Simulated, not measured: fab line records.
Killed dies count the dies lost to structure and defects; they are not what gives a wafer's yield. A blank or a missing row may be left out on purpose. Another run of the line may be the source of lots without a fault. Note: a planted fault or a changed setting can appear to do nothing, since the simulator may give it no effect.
A struck lot beside a sound one || flow nand harc || 14 steps out of a route of 1302
Sound: wafers L238.1, L238.2, L238.3. Wafers struck: L228.3, L228.4, L228.6. The cause is named last.
Each step with rows lists, per side, the tool, then ch with its chambers, then its first start. Under that, the readings that differ: sound wafers || struck wafers || difference of the means || sigmas: that difference in standard deviations of wafers without a fault.
alike: words and numbers the same on both sides, and readings whose means are apart by under 2 such deviations; not compared: readings that were withheld, readings missing a value for some wafer, numbers with overlapping values and no deviation given by the record, and bounds like >300 which may hide the same value.
A row with sigmas, a row that says differs or no value, or rows on one side alone: a step with any of these is where the two part. Numbers that have no deviation but don't overlap get no sigmas and don't part them. Lack of a reading on every wafer of one side parts them only where that side has two or more wafers.

NHARC_P_M2_DEP_33: deposits SiCN, target thk 30 nm.
  sound on pecvd-03 ch 0,1,2, day 14 07:04; struck on pecvd-01 ch 1,2, day 9 19:12
  alike: heater power w
NHARC_P_BONDPAD_DEP_00: deposits SiCN, target thk 250 nm.
  sound on pecvd-03 ch 0,1,2; struck on pecvd-02 ch 0,2, day 9 19:34
  alike: heater power w
NHARC_P_BONDPAD_CMP_32: polishes SiCN, target thk 200 nm.
  sound on cmp-01 ch 0,1,2, day 14 07:53; struck on cmp-02 ch 1,2, day 9 20:01
  alike: motor current A, slurry flow ml min
NHARC_P_BONDPAD_THK_MEAS_33: measures by ellipsometry.
  sound on film metro-02, day 14 08:07; struck on film metro-01, day 9 20:17
  alike: thk nm
then, 8 steps without rows for these wafers: NHARC_P_BONDPAD_SRD_34; NHARC_P_BONDPAD_DEHYDRATE_01 (time 120 s); NHARC_P_BONDPAD_HMDS_02 (time 30 s); NHARC_P_BONDPAD_COAT_36 (time 65 s); NHARC_P_BONDPAD_COAT_03 (resist thk 600 nm); NHARC_P_BONDPAD_SOFTBAKE_04 (time 70 s); NHARC_P_BONDPAD_EBR_05; NHARC_P_BONDPAD_EXPOSE_06 (exposes mask P BPAD).
NHARC_P_BONDPAD_PEB_07: peb time 80 s.
  sound on litho track-05 ch 0, day 14 08:35; struck on litho track-05, day 9 20:38
  no value came back on the struck wafers for chill plate temp C (C), exhaust pa (Pa), plate temp C (C); on the sound wafers chill plate temp C (C) reads 23.17 23.12 23.01
then, 1 step without rows for these wafers: NHARC_P_BONDPAD_DEVELOP_08 (time 50 s).

WHERE THEY PART
At NHARC_P_BONDPAD_PEB_07 and nowhere else, as far as this record goes.

WHY: the cause the simulator had injected
Skipped step whole: litho track-05, from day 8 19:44 on, at NHARC_P_BONDPAD_PEB_07. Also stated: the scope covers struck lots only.
